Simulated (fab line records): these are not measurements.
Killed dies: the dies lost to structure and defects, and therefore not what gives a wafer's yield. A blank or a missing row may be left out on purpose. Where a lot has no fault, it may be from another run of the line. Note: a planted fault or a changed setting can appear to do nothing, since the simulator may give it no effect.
Matching of chambers :: flow n5Finfet :: 4 sister chambers for N5_FIN_SAQP_SPACER1_ETCHBACK_25 on rieDiel-05
The step etches SiO2 in CHF3/O2, target depth 24.4 nm, time 12.2 s. 7 wafers are shown with their chamber, then 7 later ones without.

== EACH WAFER AND ITS CHAMBER ==
wafer: L405.2
chamber: 2
showerheadPlenumPTorr (Torr): 2.42
throttleValvePct (%): 18.67

wafer: L406.6
chamber: 0
showerheadPlenumPTorr (Torr): 2.44
throttleValvePct (%): 18.84

wafer: L408.1
chamber: 3
showerheadPlenumPTorr (Torr): 2.52
throttleValvePct (%): 18.79

wafer: L408.3
chamber: 2
showerheadPlenumPTorr (Torr): 2.41
throttleValvePct (%): 18.69

wafer: L408.4
chamber: 3
showerheadPlenumPTorr (Torr): 2.52
throttleValvePct (%): 18.77

wafer: L415.3
chamber: 1
showerheadPlenumPTorr (Torr): 2.37
throttleValvePct (%): 18.56

wafer: L415.4
chamber: 0
showerheadPlenumPTorr (Torr): 2.43
throttleValvePct (%): 18.86

== WAFERS WITH NO CHAMBER GIVEN ==
wafer: L415.6
showerheadPlenumPTorr (Torr): 2.43
throttleValvePct (%): 18.89

wafer: L418.3
showerheadPlenumPTorr (Torr): 2.41
throttleValvePct (%): 18.73

wafer: L418.5
showerheadPlenumPTorr (Torr): 2.51
throttleValvePct (%): 18.83

wafer: L418.6
showerheadPlenumPTorr (Torr): 2.41
throttleValvePct (%): 18.73

wafer: L424.1
showerheadPlenumPTorr (Torr): 2.40
throttleValvePct (%): 18.73

wafer: L424.2
showerheadPlenumPTorr (Torr): 2.36
throttleValvePct (%): 18.57

wafer: L424.6
showerheadPlenumPTorr (Torr): 2.40
throttleValvePct (%): 18.74

== WHICH CHAMBER EACH WENT THROUGH ==
wafer: L415.6
from the rows above: 0
in truth: 0

wafer: L418.3
from the rows above: 2
in truth: 2

wafer: L418.5
from the rows above: 3
in truth: 3

wafer: L418.6
from the rows above: 2
in truth: 2

wafer: L424.1
from the rows above: 2
in truth: 2

wafer: L424.2
from the rows above: 1
in truth: 1

wafer: L424.6
from the rows above: 2
in truth: 2
7 of 7 placed correctly. Not placeable from these rows: 0. Wrongly placed: 0.
How it was worked out, from the rows above alone: a wafer's distance from a chamber is the root of the sum, over the readings, of the square of ((its reading less the chamber's mean) divided by the reading's scatter). If the next closest chamber is less than 2 further off than the closest, the wafer can't be placed; otherwise it belongs to the closest. For every chamber, the mean is computed from those of its wafers that are shown. The scatter: the root of (the sum of the squares of (reading less its chamber's mean) over the shown wafers, divided by (wafers less chambers)).
